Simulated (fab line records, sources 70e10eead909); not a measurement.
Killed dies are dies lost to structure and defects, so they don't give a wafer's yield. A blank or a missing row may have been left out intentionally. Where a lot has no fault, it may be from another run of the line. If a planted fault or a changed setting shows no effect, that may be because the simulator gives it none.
Chamber matching || flow nand-harc || NHARC_A_STAIRCASE_DEP_259 on pecvd-03: 3 sister chambers
The step deposits SiON, target thk 30 nm. 3 wafers are shown with their chamber, then 7 later ones without.

## WAFERS, EACH WITH ITS CHAMBER
{"wafer": "L083.6", "chamber": 0, "heater-power-w (W)": 731}
{"wafer": "L086.1", "chamber": 2, "heater-power-w (W)": 734}
{"wafer": "L086.5", "chamber": 1, "heater-power-w (W)": 674}

## WAFERS WITH NO CHAMBER GIVEN
{"wafer": "L086.6", "heater-power-w (W)": 727}
{"wafer": "L090.1", "heater-power-w (W)": 733}
{"wafer": "L090.2", "heater-power-w (W)": 791}
{"wafer": "L090.5", "heater-power-w (W)": 726}
{"wafer": "L095.2", "heater-power-w (W)": 718}
{"wafer": "L095.4", "heater-power-w (W)": 721}
{"wafer": "L095.6", "heater-power-w (W)": 725}

## WHICH CHAMBER EACH WENT THROUGH
{"wafer": "L086.6", "from the rows above": "can't be placed: 0 or 2", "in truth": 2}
{"wafer": "L090.1", "from the rows above": "can't be placed: 2 or 0", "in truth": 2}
{"wafer": "L090.2", "from the rows above": "can't be placed: 2 or 0", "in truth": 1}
{"wafer": "L090.5", "from the rows above": "can't be placed: 0 or 2", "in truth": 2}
{"wafer": "L095.2", "from the rows above": "can't be placed: 0 or 2 or 1", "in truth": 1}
{"wafer": "L095.4", "from the rows above": "can't be placed: 0 or 2 or 1", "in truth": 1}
{"wafer": "L095.6", "from the rows above": "can't be placed: 0 or 2 or 1", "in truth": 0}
Correct placement for 0 of the 7. Can't be placed from these rows: 7 (the true chamber is among the candidates in 6). Wrongly placed: 0.
How it was worked out, from the rows above alone: a wafer's distance from a chamber is the root of the sum, over the readings, of the square of ((its reading less the chamber's mean) divided by the reading's scatter). If the next closest chamber is less than 2 further off than the closest, the wafer can't be placed; otherwise it belongs to the closest. Each chamber's mean is taken over the wafers shown for it. The scatter (one wafer shown for each chamber): square how far every hidden wafer sits from the nearest shown wafer, average those squares and take the square root.
